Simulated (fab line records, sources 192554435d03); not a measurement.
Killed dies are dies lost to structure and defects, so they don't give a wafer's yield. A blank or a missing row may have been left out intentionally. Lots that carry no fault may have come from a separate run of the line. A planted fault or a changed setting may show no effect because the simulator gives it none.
Split-lot experiment | flow n5 finfet | route with 1938 steps; 7 lots, 21 wafers read

SPLIT DETAILS
At N5_BEOL_M7_VIA_ETCH_34 (etches SiCOH lowk in C4F6/O2, target depth 125.5 nm, time 50.5 s), the setting bias w was moved away from the recipe's 185 W on 9 of the 21 wafers read, by -15.0% to +7.4%. The other wafers ran this setting at the recipe's value.

The split's own step is where the reading is taken.

THE READING
rf vpp V, in V, at N5_BEOL_M7_VIA_ETCH_34 (etches SiCOH lowk in C4F6/O2, target depth 125.5 nm, time 50.5 s). A value of 668 V with a standard deviation of 16 V is what fault-free wafers of this fab line usually give.

wafer  | tool, chamber at the split | bias w as run, W | against the recipe | rf vpp V, V | against lot-mates on the recipe
L078.1 | rie diel-03, 1             | 185              | recipe             | 671         | -
L078.4 | rie diel-03, 3             | 163.5            | -11.6%             | 603         | -66
L078.5 | rie diel-03, 3             | 185              | recipe             | 667         | -
L079.1 | rie diel-02, 2             | 185              | recipe             | 641         | -
L079.4 | rie diel-02, 0             | 157.3            | -15.0%             | 566         | -77
L079.6 | rie diel-02, 0             | 185              | recipe             | 645         | -
L082.2 | rie diel-06, 3             | 159.7            | -13.7%             | 585         | -72
L082.5 | rie diel-06, 0             | 159.7            | -13.7%             | 577         | -80
L082.6 | rie diel-06, 3             | 185              | recipe             | 657         | -
L084.3 | rie diel-03, 1             | 185              | recipe             | 673         | -
L084.4 | rie diel-03, 0             | 185              | recipe             | 683         | -
L084.5 | rie diel-03, 3             | 185              | recipe             | 665         | -
L088.3 | rie diel-03, 2             | 185              | recipe             | 666         | -
L088.5 | rie diel-03, 2             | 172.2            | -6.9%              | 628         | -38
L088.6 | rie diel-03, 1             | 172.2            | -6.9%              | 635         | -31
L089.2 | rie diel-03, 3             | 185              | recipe             | 666         | -
L089.5 | rie diel-03, 2             | 185              | recipe             | 667         | -
L089.6 | rie diel-03, 1             | 185              | recipe             | 673         | -
L090.1 | rie diel-03, 0             | 198.6            | +7.4%              | 721         | no lot-mate on the recipe
L090.3 | rie diel-03, 1             | 198.6            | +7.4%              | 712         | no lot-mate on the recipe
L090.4 | rie diel-03, 2             | 198.6            | +7.4%              | 704         | no lot-mate on the recipe

THE FIT
A straight line over all 21 wafers: rf vpp V changes by +6.1 V for each +1% of bias w; r = +0.97; the points scatter about the line by 10 V.
The same after taking each lot's own level away (the mean of its wafers on the recipe; 18 wafers): +5.41 V for each +1%; r = +0.99; scatter 4.4 V.
The reading moves by 81 V for the largest change in bias w, on that fit.
Measured against the standard deviation above, the lots' own levels, which go from 643.0 to 673.7 V, span 1.9 times it.
In other words, the slope is changed by the lot-to-lot level; the two fits disagree.
Check: with one of the wafers moved furthest among these (-15.0%) left out of the fit, the line predicts -82.3 V for it against its lot-mates. Against them it came out at -77 V.
Tool readings at the split's step, against how far the setting was moved: rf vpp V r = +0.97.

THESE WAFERS: OTHER SPLITS
Note: prior to the reading, these wafers also went through further splits. Each is held against what the fit with the lots' levels taken away leaves over:
other split on the same wafers | wafers away from the commonest value | r with rf vpp V (lot level and that fit taken away)
N5_BEOL_M6_ETCH_66 bias w      | 8                                    | +0.23

FILE'S OWN FIT
rf vpp V changes by +5.36 V for each +1% of bias w, r = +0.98.
